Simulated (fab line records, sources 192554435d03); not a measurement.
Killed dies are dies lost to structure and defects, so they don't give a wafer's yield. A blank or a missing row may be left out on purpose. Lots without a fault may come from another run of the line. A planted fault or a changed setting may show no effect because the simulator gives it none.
A struck lot beside a sound one | flow n5_finfet | 25 steps out of a route of 1938
Sound: wafers L585.1, L585.2, L585.4. Struck: wafers L589.1, L589.2, L589.6. The cause comes at the end.
At each step with rows: each side's tool, then ch and its chambers, then its first start. Under that, the readings that differ: sound wafers | struck wafers | difference of the means | sigmas: that difference in standard deviations of wafers without a fault.
alike: readings whose means differ by less than 2 such deviations, and words and numbers that are the same on both sides. not compared: withheld readings, readings that some wafer has no value for, bounds like >300 that may hide the same value, and numbers for which the record gives no deviation and whose values overlap.
The two part at a step that has a row with sigmas, a row that says differs or no value, or rows on one side only. Numbers that don't overlap but have no deviation are shown without sigmas and don't part them. A reading that every wafer of one side lacks parts them only if that side has two wafers or more.

first, 1 step without rows for these wafers: N5_FIN_SAQP_SRD_01 (time 30 s).
N5_FIN_SAQP_ALD_61: deposits SiO2, target thk 4 nm, pulse time 1 s, purge time 2 s.
  sound on ald_sin-03 ch 0,2,3, day 2 10:01; struck on ald_sin-02 ch 1,2, day 3 08:46
  alike: heater_power_w, precursor_pulse_height_rel
N5_FIN_SAQP_DENSIFY_62: time 60 s.
  sound on rtp_anneal-01 ch 0, day 2 10:17; struck on rtp_anneal-01 ch 0, day 3 09:29
  alike: lamp_power_pct, wafer_temp_C_max
N5_FIN_SAQP_HM_DEP_03: deposits SiNx from SiH4/NH3/N2, target thk 38 nm, time 33.6 s.
  sound on pecvd-03 ch 0,2, day 2 10:30; struck on pecvd-04 ch 1,2, day 3 09:43
  alike: heater_power_w, showerhead_plenum_p_Torr, showerhead_vpp_V, throttle_valve_pct
N5_FIN_SAQP_THK_MEAS_05:
  sound on film_metro-02, day 2 10:35; struck on film_metro-01, day 3 09:47
  alike: thk_nm
then, 1 step without rows for these wafers: N5_FIN_SAQP_PECVD_47 (deposits a-Si from SiH4/He, target thk 45 nm, time 36.3 s).
N5_FIN_SAQP_PECVD_48: deposits SiNx from SiH4/NH3/N2, target thk 25 nm, time 22.1 s.
  sound on pecvd-03 ch 0,2, day 2 10:40; struck on pecvd-01 ch 0,1, day 3 09:52
  alike: heater_power_w, showerhead_plenum_p_Torr, showerhead_vpp_V, throttle_valve_pct
then, 1 step without rows for these wafers: N5_FIN_SAQP_PECVD_06 (deposits a-Si from SiH4/He, target thk 60 nm, time 48.1 s).
N5_FIN_SAQP_THK_MEAS_07:
  sound on film_metro-01, day 2 10:47; struck on film_metro-02, day 3 10:00
  alike: thk_nm
N5_FIN_SAQP_HM_DEP_72: deposits SiO2 from SiH4/N2O, target thk 12 nm, time 7.2 s.
  sound on pecvd-01 ch 1,2, day 2 10:50; struck on pecvd-03 ch 0,1,2, day 3 10:02
  alike: heater_power_w, showerhead_plenum_p_Torr, showerhead_vpp_V
then, 2 steps without rows for these wafers: N5_FIN_SAQP_COAT_49 (time 60 s, resist thk 100 nm); N5_FIN_SAQP_COAT_50 (time 60 s, resist thk 35 nm).
N5_FIN_SAQP_COAT_10: resist thk 90 nm.
  sound on litho_track-05 ch 0, day 2 10:55; struck on litho_track-05 ch 0, day 3 10:07
  reading                                       | sound                | struck               | difference | sigmas
  spin_speed_rpm (rpm)                          | 1500.3 1501.2 1501.1 | 1589.7 1589.5 1590.8 | +89.1      | +98
  model.CAR-ArF_of_FIN_SAQP_COAT_10.thk_nm (nm) | 89.69 89.83 89.81    | 87.24 87.21 87.48    | -2.47      |
then, 5 steps without rows for these wafers: N5_FIN_SAQP_EBR_12; N5_FIN_SAQP_SOFTBAKE_11 (time 60 s); N5_FIN_SAQP_EXPOSE_13 (exposes mask FIN CORE, target cd 35.6 nm); N5_FIN_SAQP_PEB_14 (peb time 60 s); N5_FIN_SAQP_DEVELOP_15 (develop time 30 s).
N5_FIN_SAQP_CD_MEAS_16: target cd 35.6 nm.
  sound on cd_sem-03 ch 0, day 2 11:09; struck on cd_sem-02 ch 0, day 3 10:22
  alike: cd_nm
N5_FIN_SAQP_OVL_MEAS_17:
  sound on overlay-02 ch 0, day 2 11:11; struck on overlay-02 ch 0, day 3 10:24
  alike: FIN_CORE_OVL
N5_FIN_SAQP_INSPECT_18: inspects for defects (brightfield).
  sound on defect_inspect-01, day 2 11:13; struck on defect_inspect-02, day 3 10:25
  alike: raw_defect_count
then, 1 step without rows for these wafers: N5_FIN_SAQP_DESCUM_21 (chemistry O2, time 7.9 s).
N5_FIN_SAQP_ETCH_51: etches SiARC in CF4, target depth 45.5 nm, time 75.8 s.
  sound on rie_diel-04 ch 2,3, day 2 11:17; struck on rie_diel-05 ch 0,1,2, day 3 10:29
  reading                                       | sound             | struck            | difference | sigmas
  model.CAR-ArF_of_FIN_SAQP_COAT_10.thk_nm (nm) | 50.65 50.77 50.68 | 48.07 48.06 48.29 | -2.56      |
  alike: chamber_pressure_mTorr, drypump_motor_current_A, etch_rf_on_time_s, oes_product_au, rf_vpp_V, showerhead_plenum_p_Torr, throttle_valve_pct
  not compared: rf_hours_counter_h
then, 1 step without rows for these wafers: N5_FIN_SAQP_ETCH_52 (etches SOC in N2/H2, target depth 100 nm, overetch 20 nm, time 150 s).
-- the record jumps here: 6 days lie between the struck wafers' starts before and after (it left off in module FIN_SAQP and takes up again in module BEOL_M4, whose first step shown is number 1111 of the route) --
N5_BEOL_M4_RC_MEAS_101:
  sound on prober-01 ch 0, day 8 18:10; struck on prober-01 ch 0, day 9 12:46
  reading        | sound             | struck            | difference | sigmas
  IOFF_N (nA/um) | 0.153 0.222 0.192 | 0.139 0.127 0.145 | -0.052     | -2
  ION_N (uA/um)  | 679 688 690       | 661 669 666       | -20        | -3
  alike: DIBL_N, DIBL_P, IOFF_P, ION_P, SS_N, SS_P, VT_N, VT_P

WHERE THEY PART
First at N5_FIN_SAQP_COAT_10; last, within this record, at N5_BEOL_M4_RC_MEAS_101.

WHY: what the simulator had put in
Process parameter drift: litho_track-05, from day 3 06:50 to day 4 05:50, at N5_FIN_SAQP_COAT_10. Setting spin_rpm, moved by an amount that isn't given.
